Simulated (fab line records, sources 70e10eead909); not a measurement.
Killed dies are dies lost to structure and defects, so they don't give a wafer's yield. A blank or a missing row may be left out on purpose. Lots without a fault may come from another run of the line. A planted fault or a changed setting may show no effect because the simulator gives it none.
A struck lot beside a sound one | flow nand_harc | 41 steps out of a route of 1302
Sound: wafers L935.1, L935.3, L935.5. Struck: wafer L933.4. (L933.2, L933.3 of the same lot were not struck and are left out.) The cause comes at the end.
At each step with rows: each side's tool, then ch and its chambers, then its first start. Under that, the readings that differ: sound wafers | struck wafers | difference of the means | sigmas: that difference in standard deviations of wafers without a fault.
alike: readings whose means differ by less than 2 such deviations, and words and numbers that are the same on both sides. not compared: withheld readings, readings that some wafer has no value for, bounds like >300 that may hide the same value, and numbers for which the record gives no deviation and whose values overlap.
The two part at a step that has a row with sigmas, a row that says differs or no value, or rows on one side only. Numbers that don't overlap but have no deviation are shown without sigmas and don't part them. A reading that every wafer of one side lacks parts them only if that side has two wafers or more.

NHARC_A_M1_CD_MEAS_09: target cd 120 nm.
  sound on cd_sem-03 ch 0, day 28 15:22; struck on cd_sem-01 ch 0, day 27 17:31
  alike: cd_nm
NHARC_A_M1_OVL_MEAS_10: pitch 240 nm.
  sound on overlay-01, day 28 15:27; struck on overlay-02, day 27 17:36
  alike: overlay_x_nm, overlay_y_nm
NHARC_A_M1_INSPECT_11:
  sound on defect_inspect-02, day 28 15:29; struck on defect_inspect-02, day 27 17:38
  alike: raw_defect_count
then, 1 step without rows for these wafers: NHARC_A_M1_DESCUM_14 (chemistry O2, time 3 s).
NHARC_A_M1_ETCH_35: etches the open film in N2/H2, target depth 40 nm, overetch 12 nm, time 43.94 s.
  sound on rie_diel-07 ch 0,1, day 28 15:38; struck on rie_diel-07 ch 1, day 27 17:47
  alike: drypump_motor_current_A, oes_product_au, rf_vpp_V, showerhead_plenum_p_Torr, throttle_valve_pct
  not compared: rf_hours_counter_h
then, 1 step without rows for these wafers: NHARC_A_M1_ETCH_15 (etches the open film in C4F8/Ar, target depth 182.5 nm, time 91.2 s).
NHARC_A_M1_CD_MEAS_16:
  sound on cd_sem-02, day 28 15:51; struck on cd_sem-01, day 27 18:01
  alike: cd_nm
then, 4 steps without rows for these wafers: NHARC_A_M1_STRIP_18 (strips in N2/H2); NHARC_A_M1_ETCH_28 (etches the open film in CF4/N2, target depth 30 nm, time 72.99 s); NHARC_A_M1_STRIP_19 (strips in post etch residue remover, time 600 s); NHARC_A_M1_DEGAS_29 (time 60 s).
NHARC_A_M1_PRE_CLEAN_30: time 30 s.
  sound on pvd_sputter-03; struck on pvd_sputter-01
  alike: heater_power_w, susceptor_temp_C
NHARC_A_M1_PVD_20: deposits TaN, target thk 5 nm, time 8.06 s.
  sound on pvd_sputter-03, day 28 16:44; struck on pvd_sputter-01, day 27 18:50
  alike: throttle_valve_pct
then, 2 steps without rows for these wafers: NHARC_A_M1_PVD_21 (deposits Cu, target thk 30 nm, time 20.49 s); NHARC_A_M1_ECD_22 (material Cu, target thk 400 nm).
NHARC_A_M1_ANNEAL_31: time 90 s.
  sound on rtp_anneal-02 ch 0, day 28 17:21; struck on rtp_anneal-02 ch 0, day 27 19:31
  alike: wafer_temp_C_max
then, 1 step without rows for these wafers: NHARC_A_M1_CMP_23 (polishes, t overpolish 20 s, target thk 154.34 nm).
NHARC_A_M1_THK_MEAS_24: measures by xrf.
  sound on film_metro-01, day 28 18:01; struck on film_metro-02, day 27 20:07
  alike: thk_nm
then, 1 step without rows for these wafers: NHARC_A_M1_SRD_25.
NHARC_A_M1_PRE_CLEAN_32: time 12 s.
  sound on pecvd-04 ch 0,1,2, day 28 18:16; struck on pecvd-02 ch 2, day 27 20:22
  alike: heater_power_w, susceptor_temp_C
then, 2 steps without rows for these wafers: NHARC_A_M1_DEP_33 (deposits SiCN, target thk 30 nm); NHARC_A_BONDPAD_DEP_00 (deposits SiCN, target thk 250 nm).
NHARC_A_BONDPAD_CMP_29: polishes SiCN, target thk 200 nm.
  sound on cmp-02 ch 0,1,2, day 28 19:17; struck on cmp-04 ch 1, day 27 21:24
  alike: edge_zone_pressure_frac, motor_current_A
NHARC_A_BONDPAD_THK_MEAS_30: measures by ellipsometry.
  sound on film_metro-02, day 28 19:32; struck on film_metro-01, day 27 21:39
  alike: thk_nm
then, 10 steps without rows for these wafers: NHARC_A_BONDPAD_SRD_31; NHARC_A_BONDPAD_DEHYDRATE_01 (time 120 s); NHARC_A_BONDPAD_HMDS_02 (time 30 s); NHARC_A_BONDPAD_COAT_33 (time 65 s); NHARC_A_BONDPAD_COAT_03 (resist thk 600 nm); NHARC_A_BONDPAD_SOFTBAKE_04 (time 70 s); NHARC_A_BONDPAD_EBR_05; NHARC_A_BONDPAD_EXPOSE_06 (exposes mask A BPAD); NHARC_A_BONDPAD_PEB_07 (peb time 80 s); NHARC_A_BONDPAD_DEVELOP_08 (time 50 s).
NHARC_A_BONDPAD_CD_MEAS_09: target cd 500 nm.
  sound on cd_sem-03 ch 0, day 28 20:07; struck on cd_sem-01 ch 0, day 27 22:13
  alike: cd_nm
NHARC_A_BONDPAD_OVL_MEAS_35:
  sound on overlay-02, day 28 20:12; struck on overlay-02, day 27 22:18
  reading           | sound    | struck | difference | sigmas
  overlay_x_nm (nm) | -6 -6 -6 | 7      | +13        | +2
  alike: overlay_y_nm
then, 4 steps without rows for these wafers: NHARC_A_BONDPAD_HARDBAKE_10 (time 65 s); NHARC_A_BONDPAD_DESCUM_11 (chemistry O2, time 3 s); NHARC_A_BONDPAD_ETCH_34 (etches the open film in N2/H2, target depth 60 nm, overetch 18 nm, time 65.91 s); NHARC_A_BONDPAD_ETCH_12 (etches the open film in CHF3/O2, target depth 220 nm, time 110 s).
NHARC_END_SORT_01:
  the record has rows for the struck wafers here (prober-02 ch 0, day 29 06:47) and none for the sound ones

WHERE THEY PART
First at NHARC_A_BONDPAD_OVL_MEAS_35; last, within this record, at NHARC_END_SORT_01.

WHY: what the simulator had put in
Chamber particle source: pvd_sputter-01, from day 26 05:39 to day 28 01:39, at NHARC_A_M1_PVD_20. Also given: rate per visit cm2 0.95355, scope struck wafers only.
